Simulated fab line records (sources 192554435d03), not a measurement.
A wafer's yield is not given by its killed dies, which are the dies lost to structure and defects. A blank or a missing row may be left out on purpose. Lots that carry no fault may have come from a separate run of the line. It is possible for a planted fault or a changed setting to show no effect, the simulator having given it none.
Chamber matching + flow n5-finfet + 3 sister chambers for N5_BEOL_M14_DEP_53 on pecvd-02
The step deposits SiCN from 3MS/NH3, target thk 50 nm, time 17.8 s. 6 wafers are shown with their chamber, then 7 later ones without.

WAFERS WITH THEIR CHAMBER
| wafer  | chamber | showerhead-plenum-p-Torr (Torr) | throttle-valve-pct (%) |
|--------|---------|---------------------------------|------------------------|
| L078.5 | 2       | 4.184                           | 17.7                   |
| L083.3 | 1       | 4.149                           | 18.5                   |
| L083.5 | 2       | 4.176                           | 17.6                   |
| L083.6 | 0       | 4.169                           | 17.9                   |
| L085.2 | 0       | 4.174                           | 18.0                   |
| L085.3 | 1       | 4.151                           | 18.4                   |

WAFERS WITHOUT THEIR CHAMBER
| wafer  | showerhead-plenum-p-Torr (Torr) | throttle-valve-pct (%) |
|--------|---------------------------------|------------------------|
| L085.5 | 4.186                           | 17.6                   |
| L092.2 | 4.180                           | 18.0                   |
| L092.4 | 4.178                           | 17.9                   |
| L092.6 | 4.140                           | 18.6                   |
| L095.4 | 4.153                           | 18.3                   |
| L095.5 | 4.176                           | 18.0                   |
| L095.6 | 4.184                           | 18.1                   |

CHAMBER TAKEN BY EACH
| wafer  | from the rows above     | in truth                   |
|--------|-------------------------|----------------------------|
| L085.5 | 2                       | 2                          |
| L092.2 | 0                       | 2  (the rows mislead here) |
| L092.4 | can't be placed: 0 or 2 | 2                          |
| L092.6 | 1                       | 1                          |
| L095.4 | 1                       | 1                          |
| L095.5 | 0                       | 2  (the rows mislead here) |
| L095.6 | 0                       | 0                          |
Correct placement for 4 of the 7. Can't be placed from these rows: 1 (the true chamber is among the candidates in 1). Number placed wrongly: 2.
How it was worked out, from the rows above alone: a wafer's distance from a chamber is the root of the sum, over the readings, of the square of ((its reading less the chamber's mean) divided by the reading's scatter). The wafer belongs to the nearest chamber; if the next one is less than 2 further off, it can't be placed. The mean given for a chamber averages the wafers shown for that chamber. The scatter is the square root of a quotient: the sum, over the shown wafers, of each reading's squared deviation from its chamber's mean, divided by wafers minus chambers.
